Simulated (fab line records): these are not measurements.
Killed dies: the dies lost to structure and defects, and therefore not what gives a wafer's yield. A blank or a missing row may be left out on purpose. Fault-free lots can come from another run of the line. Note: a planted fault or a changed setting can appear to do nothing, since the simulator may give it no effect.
Chamber matching    flow nandHarc    rieDiel-11 running NHARC_A_STAIRCASE_ETCH_444: 4 sister chambers
The step etches the open film in C4F8/O2, target depth 10200 nm, time 3400 s. 8 wafers are shown with their chamber, then 10 later ones without.

EACH WAFER AND ITS CHAMBER
wafer   chamber  rfVppV (V)  oesProductAu (a.u.)
L074.4  3        813         0.934
L075.1  2        812         0.926
L075.4  3        815         0.916
L090.2  2        811         0.958
L094.3  0        815         0.911
L094.5  1        799         0.921
L092.1  1        800         0.927
L092.2  0        815         0.928

WAFERS WHOSE CHAMBER IS MISSING
wafer   rfVppV (V)  oesProductAu (a.u.)
L092.6  801         0.932
L096.1  811         0.928
L096.3  814         0.939
L096.4  813         0.918
L096.2  800         0.922
L096.5  801         0.923
L096.6  815         0.923
L095.2  800         0.928
L095.3  814         0.938
L095.4  812         0.928

WHICH CHAMBER EACH WENT THROUGH
wafer   from the rows above           in truth
L092.6  1                             1
L096.1  2                             2
L096.3  can't be placed: 3 or 0 or 2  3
L096.4  can't be placed: 3 or 0 or 2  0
L096.2  1                             1
L096.5  1                             1
L096.6  can't be placed: 0 or 3       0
L095.2  1                             1
L095.3  can't be placed: 3 or 0       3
L095.4  can't be placed: 2 or 3       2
Correct placement for 5 of the 10. These rows do not allow placing 5 (true chamber among the candidates in 5). 0 placed wrongly.
How it was worked out, from the rows above alone: a wafer's distance from a chamber is the root of the sum, over the readings, of the square of ((its reading less the chamber's mean) divided by the reading's scatter). The wafer belongs to the nearest chamber; if the next one is less than 2 further off, it can't be placed. The mean given for a chamber averages the wafers shown for that chamber. The scatter: take each reading less its chamber's mean, square it, sum over the shown wafers, divide by the number of wafers less the number of chambers, and take the root.
